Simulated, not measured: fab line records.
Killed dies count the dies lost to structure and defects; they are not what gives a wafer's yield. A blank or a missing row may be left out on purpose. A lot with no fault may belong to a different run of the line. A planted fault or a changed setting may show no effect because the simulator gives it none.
Struck lot and sound lot, side by side | flow n5_finfet | 38 steps out of a route of 1938
Sound: these wafers, L969.2, L969.3, L969.4. The struck wafers were L974.2, L974.6. At the end, the cause is stated.
Per side, at each step with rows, come the tool, then ch with its chambers, and then its first start. Under that, the readings that differ: sound wafers | struck wafers | difference of the means | sigmas: that difference in standard deviations of wafers without a fault.
alike: same words and numbers on both sides, and readings whose means sit less than 2 such deviations apart. not compared: any withheld reading, any reading some wafer has no value for, any bound like >300 that may hide the same value, and any number with overlapping values for which the record gives no deviation.
The two part at a step that has a row with sigmas, a row that says differs or no value, or rows on one side only. Numbers that don't overlap but have no deviation are shown without sigmas and don't part them. A reading that every wafer of one side lacks parts them only if that side has two wafers or more.

first, 9 steps without rows for these wafers: N5_BEOL_M13_SOFTBAKE_23 (time 60 s); N5_BEOL_M13_EXPOSE_25 (exposes mask M13, target cd 210 nm); N5_BEOL_M13_PEB_26 (peb time 90 s); N5_BEOL_M13_DEVELOP_27 (develop time 45 s); N5_BEOL_M13_HARDBAKE_32 (time 120 s); N5_BEOL_M13_DESCUM_33 (chemistry O2, time 7.9 s); N5_BEOL_M13_ETCH_67 (etches SiARC in CF4, target depth 143 nm, time 238.3 s); N5_BEOL_M13_ETCH_68 (etches SOC in N2/H2, time 355 s); N5_BEOL_M13_STRIP_69 (strips in N2/H2).
N5_BEOL_M13_TRENCH_ETCH_34: etches SiOC in C4F8/O2/Ar, target depth 413.47 nm, time 162.6 s.
  sound on rie_diel-02 ch 0,1,2, day 14 03:06; struck on rie_diel-02 ch 0,2, day 15 15:20
  reading                  | sound             | struck    | difference | sigmas
  model.etch.depth_nm (nm) | 407.5 421.7 414.7 | 586.6 561 | +159.2     |
  alike: drypump_motor_current_A, he_inner_torr, oes_product_au, rf_vpp_V, showerhead_plenum_p_Torr, throttle_valve_pct
  not compared: rf_hours_counter_h
then, 1 step without rows for these wafers: N5_BEOL_M13_STRIP_70 (strips in C4F8/O2/Ar).
N5_BEOL_M13_OCD_MEAS_35:
  sound on ocd-02 at day 14 03:17; struck on ocd-02 at day 15 15:31
  reading              | sound       | struck  | difference | sigmas
  trench_depth_nm (nm) | 408 421 414 | 586 561 | +159       | +23
then, 11 steps without rows for these wafers: N5_BEOL_M13_STRIP_37 (strips in N2/H2); N5_BEOL_M13_ETCH_38 (etches SiCN in CF4/N2, target depth 67.5 nm, time 71.9 s); N5_BEOL_M13_PRECLEAN_39 (cleans in residue remover, time 60 s); N5_BEOL_M13_SRD_40 (time 30 s, dry time 30 s); N5_BEOL_M13_DEGAS_41 (time 60 s); N5_BEOL_M13_PRE_CLEAN_42 (time 30 s); N5_BEOL_M13_SPUTTER_43 (material TaN, target thk 15 nm, time 24.19 s); N5_BEOL_M13_SPUTTER_44 (material Ta, target thk 10 nm, time 16.13 s); N5_BEOL_M13_SPUTTER_45 (material Cu, target thk 80 nm, time 13.33 s); N5_BEOL_M13_ECD_47 (material Cu, target thk 936 nm); N5_BEOL_M13_ANNEAL_48 (time 90 s).
N5_BEOL_M13_CMP_49: polishes, stops on SiOC, t overpolish 17.1 s, target thk 420 nm.
  sound on cmp-01 ch 1,2,3, day 14 06:16; struck on cmp-03 ch 1, day 15 19:38
  reading                                 | sound           | struck      | difference | sigmas
  model.Cu_of_BEOL_M13_ECD_47.thk_nm (nm) | 411.4 429 420.8 | 593.6 566.6 | +159.7     |
  alike: barrier_field_endpoint_s, motor_current_A, overpolish_run_s
N5_BEOL_M13_THK_MEAS_50: measures by xrf.
  sound on film_metro-01 at day 14 06:32; struck on film_metro-01 at day 15 19:55
  reading      | sound       | struck  | difference | sigmas
  M13_THK (nm) | 398 412 406 | 566 540 | +148       | +20
then, 2 steps without rows for these wafers: N5_BEOL_M13_PRE_CLEAN_52 (time 15 s); N5_BEOL_M13_DEP_53 (deposits SiCN from 3MS/NH3, target thk 50 nm, time 17.8 s).
N5_BEOL_M13_RS_MEAS_54: uses a four-point probe to measure.
  sound on film_metro-01 at day 14 06:40; struck on film_metro-02 at day 15 20:05
  reading         | sound                | struck        | difference | sigmas
  M13_RS (ohm/sq) | 0.0458 0.0440 0.0447 | 0.0314 0.0330 | -0.0126    | -16
then, 9 steps without rows for these wafers: N5_BEOL_M14_ILD_DEP_00 (deposits SiO2 from TEOS/O2, target thk 1119.3 nm, time 237.4 s); N5_BEOL_M14_COAT_58 (time 60 s, resist thk 89 nm); N5_BEOL_M14_COAT_04 (resist thk 800 nm); N5_BEOL_M14_EBR_06; N5_BEOL_M14_SOFTBAKE_05 (time 60 s); N5_BEOL_M14_EXPOSE_07 (exposes mask V13); N5_BEOL_M14_PEB_08 (peb time 90 s); N5_BEOL_M14_DEVELOP_09 (develop time 45 s); N5_BEOL_M14_HARDBAKE_14 (time 120 s).
N5_BEOL_M15_RC_MEAS_101:
  sound on prober-02 ch 0, day 14 23:08; struck on prober-01 ch 0, day 16 10:11
  reading                    | sound             | struck      | difference | sigmas
  SERP_M13 (ohm/um)          | 0.314 0.303 0.306 | 0.215 0.223 | -0.089     | -14
  SERP_M13_max_site (ohm/um) | 0.317 0.305 0.310 | 0.217 0.226 | -0.089     | -14
  alike: COMB_M10, COMB_M11, COMB_M12, COMB_M14, COMB_M15, COMB_M5, COMB_M6, COMB_M7, COMB_M7_max_site, COMB_M8, COMB_M9, SERP_M10, SERP_M11, SERP_M12, SERP_M14, SERP_M5, SERP_M6, SERP_M7, SERP_M8, SERP_M9, SERP_M9_max_site

== WHERE THEY PART ==
At N5_BEOL_M13_OCD_MEAS_35 first; at N5_BEOL_M15_RC_MEAS_101 last (within this record only).

WHY: the cause the simulator had injected
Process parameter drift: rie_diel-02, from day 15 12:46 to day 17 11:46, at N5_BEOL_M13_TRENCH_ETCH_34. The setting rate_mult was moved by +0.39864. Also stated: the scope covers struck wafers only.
